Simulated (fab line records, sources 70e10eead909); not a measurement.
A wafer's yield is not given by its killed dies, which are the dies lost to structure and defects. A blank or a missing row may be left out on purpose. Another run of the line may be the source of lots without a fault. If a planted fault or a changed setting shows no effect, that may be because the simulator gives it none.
Chamber matching + flow nand_harc + 4 sister chambers for NHARC_P_M1_ETCH_35 on rie_diel-06
The step etches the open film in N2/H2, target depth 40 nm, overetch 12 nm, time 43.94 s. 27 wafers are shown with their chamber, then 12 later ones without.

WAFERS, EACH WITH ITS CHAMBER
| wafer  | chamber | showerhead_plenum_p_Torr (Torr) | drypump_motor_current_A (A) | rf_vpp_V (V) |
|--------|---------|---------------------------------|-----------------------------|--------------|
| L074.4 | 0       | 1.97                            | 6.3                         | 428.4        |
| L074.5 | 2       | 2.06                            | 6.0                         | 430.8        |
| L074.6 | 3       | 2.05                            | 5.3                         | 429.4        |
| L076.1 | 1       | 1.89                            | 5.9                         | 425.9        |
| L076.2 | 2       | 2.06                            | 6.0                         | 429.8        |
| L076.6 | 0       | 1.97                            | 6.2                         | 427.2        |
| L078.3 | 3       | 2.05                            | 5.3                         | 430.2        |
| L078.4 | 0       | 1.97                            | 6.3                         | 428.6        |
| L078.5 | 3       | 2.05                            | 5.3                         | 430.2        |
| L081.1 | 1       | 1.89                            | 5.9                         | 425.4        |
| L081.3 | 0       | 1.97                            | 6.3                         | 429.3        |
| L081.5 | 2       | 2.06                            | 6.0                         | 432.1        |
| L082.3 | 0       | 1.97                            | 6.3                         | 429.2        |
| L082.4 | 1       | 1.89                            | 6.0                         | 427.3        |
| L082.5 | 0       | 1.97                            | 6.3                         | 428.6        |
| L083.3 | 3       | 2.05                            | 5.3                         | 430.4        |
| L083.4 | 2       | 2.06                            | 6.0                         | 429.8        |
| L083.6 | 3       | 2.05                            | 5.3                         | 429.4        |
| L084.2 | 1       | 1.89                            | 6.0                         | 426.5        |
| L084.4 | 0       | 1.97                            | 6.2                         | 429.7        |
| L084.6 | 3       | 2.05                            | 5.3                         | 430.2        |
| L085.2 | 0       | 1.97                            | 6.3                         | 427.8        |
| L085.5 | 1       | 1.89                            | 6.0                         | 426.5        |
| L085.6 | 0       | 1.97                            | 6.3                         | 429.4        |
| L088.3 | 1       | 1.88                            | 6.0                         | 427.0        |
| L088.4 | 2       | 2.06                            | 6.0                         | 430.5        |
| L088.5 | 3       | 2.05                            | 5.3                         | 430.5        |

SIGNATURES (averages over the wafers above)
| reading                  | chamber 0 | chamber 1 | chamber 2 | chamber 3 | scatter within a chamber |
|--------------------------|-----------|-----------|-----------|-----------|--------------------------|
| showerhead_plenum_p_Torr | 1.9700    | 1.8883    | 2.0600    | 2.0500    | 0.0019                   |
| drypump_motor_current_A  | 6.278     | 5.967     | 6.000     | 5.300     | 0.0354                   |
| rf_vpp_V                 | 428.689   | 426.433   | 430.600   | 430.043   | 0.738                    |
Rule: a wafer lies at a distance from a chamber equal to the root of the sum of squares, over the readings, of (its reading less the chamber's mean, divided by the reading's scatter). The wafer belongs to the nearest chamber; if the next one is less than 2 further off, it can't be placed. The scatter is the square root of a quotient: the sum, over the shown wafers, of each reading's squared deviation from its chamber's mean, divided by wafers minus chambers.

WAFERS WITHOUT THEIR CHAMBER
| wafer  | showerhead_plenum_p_Torr (Torr) | drypump_motor_current_A (A) | rf_vpp_V (V) |
|--------|---------------------------------|-----------------------------|--------------|
| L090.3 | 1.97                            | 6.2                         | 427.9        |
| L090.4 | 2.05                            | 5.3                         | 430.9        |
| L090.6 | 2.05                            | 5.3                         | 431.0        |
| L095.1 | 1.97                            | 6.2                         | 429.2        |
| L095.4 | 2.06                            | 6.0                         | 430.4        |
| L095.6 | 2.06                            | 6.0                         | 428.9        |
| L096.2 | 1.88                            | 6.0                         | 426.1        |
| L096.5 | 2.06                            | 6.0                         | 430.2        |
| L096.6 | 1.88                            | 6.0                         | 425.7        |
| L097.2 | 1.97                            | 6.3                         | 429.1        |
| L097.3 | 2.05                            | 5.3                         | 430.0        |
| L097.5 | 2.05                            | 5.3                         | 432.0        |

CHAMBER TAKEN BY EACH
| wafer  | from the rows above | in truth |
|--------|---------------------|----------|
| L090.3 | 0                   | 0        |
| L090.4 | 3                   | 3        |
| L090.6 | 3                   | 3        |
| L095.1 | 0                   | 0        |
| L095.4 | 2                   | 2        |
| L095.6 | 2                   | 2        |
| L096.2 | 1                   | 1        |
| L096.5 | 2                   | 2        |
| L096.6 | 1                   | 1        |
| L097.2 | 0                   | 0        |
| L097.3 | 3                   | 3        |
| L097.5 | 3                   | 3        |
12 of 12 placed correctly. Number that these rows cannot place: 0. Wrongly placed: 0.
